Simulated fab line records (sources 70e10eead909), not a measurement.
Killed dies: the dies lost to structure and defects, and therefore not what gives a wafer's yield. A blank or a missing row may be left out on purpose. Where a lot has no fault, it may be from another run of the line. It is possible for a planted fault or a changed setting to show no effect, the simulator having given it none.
Matching of chambers    flow nand harc    NHARC_THIN_TSV_DEP_43 on pecvd-03: 3 sister chambers
The step deposits SiO2, target thk 1328.5 nm. 6 wafers are shown with their chamber, then 9 later ones without.

== WAFERS, EACH WITH ITS CHAMBER ==
wafer   chamber  showerhead vpp V (V)  throttle valve pct (%)
L764.5  2        1756                  15.8
L765.6  1        1804                  16.3
L767.4  0        1891                  16.6
L767.5  1        1788                  16.2
L767.6  2        1736                  16.1
L769.2  0        1882                  16.7

== WAFERS MISSING THEIR CHAMBER ==
wafer   showerhead vpp V (V)  throttle valve pct (%)
L769.5  1750                  16.2
L769.6  1881                  16.9
L770.2  1867                  17.1
L770.5  1861                  17.0
L770.6  1703                  16.3
L772.1  1818                  15.8
L772.2  1874                  17.0
L772.5  1888                  17.0
L775.6  1775                  16.5

== CHAMBER TAKEN BY EACH ==
wafer   from the rows above  in truth
L769.5  2                    2
L769.6  0                    0
L770.2  0                    0
L770.5  0                    0
L770.6  2                    2
L772.1  1                    1
L772.2  0                    0
L772.5  0                    0
L775.6  1                    1
Correct placement for 9 of the 9. From these rows, 0 cannot be placed. Wrongly placed: 0.
How it was worked out, from the rows above alone: a wafer's distance from a chamber is the root of the sum, over the readings, of the square of ((its reading less the chamber's mean) divided by the reading's scatter). The wafer belongs to the nearest chamber; if the next one is less than 2 further off, it can't be placed. A chamber's mean is the mean of its shown wafers. How the scatter is found: for the shown wafers, subtract from each reading the mean of its chamber, square and add these, divide the total by (wafers less chambers), then take the root.
